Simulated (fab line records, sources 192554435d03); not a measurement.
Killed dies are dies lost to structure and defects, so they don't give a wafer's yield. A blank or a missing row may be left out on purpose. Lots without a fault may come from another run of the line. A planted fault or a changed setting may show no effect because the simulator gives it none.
Split-lot experiment | flow n5_finfet | 7 lots, 21 wafers read, on a route of 1938 steps

THE SPLIT
At N5_BEOL_M2_ILD_DEP_00 (deposits SiOC from DEMS/O2, target thk 79 nm, time 15.3 s), the setting time_s was moved away from the recipe's 15.3 s on 8 of the 21 wafers read, by -7.0% to +12.0%. The other wafers ran this setting at the recipe's value.

The file shows no step between the split and the reading.

THE READING
M2_ILD_THK, in nm, at N5_BEOL_M2_THK_MEAS_01. Fault-free wafers of this fab line usually give 79.1 nm, standard deviation 1 nm.

wafer  | tool, chamber at the split | time_s as run, s | against the recipe | M2_ILD_THK, nm | against lot-mates on the recipe
L076.2 | pecvd-01, 1                | 14.42            | -5.8%              | 74.7           | -3.8
L076.3 | pecvd-01, 0                | 14.42            | -5.8%              | 72.8           | -5.7
L076.5 | pecvd-01, 0                | 15.3             | recipe             | 78.5           | -
L078.1 | pecvd-01, 2                | 15.3             | recipe             | 80.2           | -
L078.2 | pecvd-01, 1                | 16.4             | +7.2%              | 85.0           | +4.7
L078.6 | pecvd-01, 1                | 15.3             | recipe             | 80.4           | -
L082.2 | pecvd-01, 2                | 15.3             | recipe             | 78.9           | -
L082.3 | pecvd-01, 1                | 15.3             | recipe             | 77.7           | -
L082.4 | pecvd-01, 0                | 15.3             | recipe             | 80.1           | -
L083.1 | pecvd-01, 2                | 14.23            | -7.0%              | 72.4           | -7.2
L083.2 | pecvd-01, 0                | 15.3             | recipe             | 79.1           | -
L083.5 | pecvd-01, 0                | 15.3             | recipe             | 80.2           | -
L085.1 | pecvd-04, 0                | 15.3             | recipe             | 78.6           | -
L085.2 | pecvd-04, 2                | 15.3             | recipe             | 77.6           | -
L085.5 | pecvd-04, 0                | 15.3             | recipe             | 79.5           | -
L090.1 | pecvd-01, 0                | 17.13            | +12.0%             | 86.8           | +6.7
L090.5 | pecvd-01, 0                | 15.3             | recipe             | 80.1           | -
L090.6 | pecvd-01, 1                | 17.13            | +12.0%             | 89.1           | +9.0
L093.1 | pecvd-01, 0                | 15.3             | recipe             | 78.8           | -
L093.3 | pecvd-01, 0                | 16.81            | +9.9%              | 86.5           | +7.7
L093.5 | pecvd-01, 0                | 16.81            | +9.9%              | 87.1           | +8.3

THE FIT
A straight line over all 21 wafers: M2_ILD_THK changes by +0.801 nm for each +1% of time_s; r = +0.98; the points scatter about the line by 1 nm.
The same after taking each lot's own level away (the mean of its wafers on the recipe; 21 wafers): +0.76 nm for each +1%; r = +0.98; scatter 0.95 nm.
On that fit, the largest move of time_s shifts the reading by 9.1 nm.
The lots' own levels span 78.50 to 80.30 nm, that is 1.8 times the standard deviation above.
So the lot-to-lot level changes the slope little: the two slopes agree.
Check: with one of the wafers moved furthest among these (+12.0%) left out of the fit, the line predicts +9.5 nm for it against its lot-mates. It came out at +6.7 nm against them.

OTHER SPLITS ON THESE WAFERS
These wafers also went through other splits before the reading. Each is held against what the fit with the lots' levels taken away leaves over:
other split on the same wafers        | wafers away from the commonest value | r with M2_ILD_THK (lot level and that fit taken away)
N5_MOL_CONTACT_COAG_EXPOSE_37 dose_mj | 7                                    | +0.30
N5_BEOL_M0_CUTY_EXPOSE_54 dose_mj     | 9                                    | +0.10
N5_BEOL_M1_SPUTTER_88 time_s          | 5                                    | -0.57

THE WHOLE CHAIN: every reading that the file lists as answering this split, in the file's order
step                   | what it does                                              | reading                                                                            | change (the file's fit)               | r (the file's)
N5_BEOL_M2_ILD_DEP_00  | deposits SiOC from DEMS/O2, target thk 79 nm, time 15.3 s | SiOC_of_BEOL_M2_ILD_DEP_00.thk_nm (the simulator's own value, which no gauge read) | +0.768 nm for each +1% of the setting | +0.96
N5_BEOL_M2_THK_MEAS_01 |                                                           | M2_ILD_THK                                                                         | +0.76 for each +1% of the setting     | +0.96

THE FILE'S OWN FIT
M2_ILD_THK changes by +0.76 nm for each +1% of time_s, r = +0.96.
